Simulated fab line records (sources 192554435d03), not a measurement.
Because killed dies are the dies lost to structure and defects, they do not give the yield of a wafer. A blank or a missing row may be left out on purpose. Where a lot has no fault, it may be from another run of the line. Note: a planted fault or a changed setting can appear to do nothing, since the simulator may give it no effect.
Matching of chambers ; flow n5_finfet ; N5_BEOL_M3_ETCH_70 on rie_diel-06 has 4 sister chambers
The step etches SOC in N2/H2, target depth 80 nm, overetch 16 nm, time 120 s. 8 wafers are shown with their chamber, then 10 later ones without.

WAFERS WITH THEIR CHAMBER
wafer;chamber;drypump_motor_current_A (A);throttle_valve_pct (%)
L079.1;0;5.56;17.64
L086.3;0;5.58;17.66
L086.5;1;5.65;17.97
L087.3;3;5.89;17.66
L087.4;2;5.32;17.85
L087.6;3;5.89;17.67
L088.1;1;5.63;18.00
L088.3;2;5.33;17.84

WAFERS WITHOUT THEIR CHAMBER
wafer;drypump_motor_current_A (A);throttle_valve_pct (%)
L088.4;5.88;17.68
L089.1;5.58;17.69
L089.2;5.35;17.86
L089.6;5.35;17.84
L090.1;5.33;17.84
L090.2;5.57;17.67
L090.4;5.65;18.00
L096.3;5.86;17.70
L096.5;5.57;17.69
L096.6;5.86;17.69

CHAMBER TAKEN BY EACH
wafer;from the rows above;in truth
L088.4;3;3
L089.1;0;0
L089.2;2;2
L089.6;2;2
L090.1;2;2
L090.2;0;0
L090.4;1;1
L096.3;3;3
L096.5;0;0
L096.6;3;3
10 of 10 placed correctly. Can't be placed from these rows: 0. Number placed wrongly: 0.
How it was worked out, from the rows above alone: a wafer's distance from a chamber is the root of the sum, over the readings, of the square of ((its reading less the chamber's mean) divided by the reading's scatter). The wafer belongs to the nearest chamber; if the next one is less than 2 further off, it can't be placed. For every chamber, the mean is computed from those of its wafers that are shown. How the scatter is found: for the shown wafers, subtract from each reading the mean of its chamber, square and add these, divide the total by (wafers less chambers), then take the root.
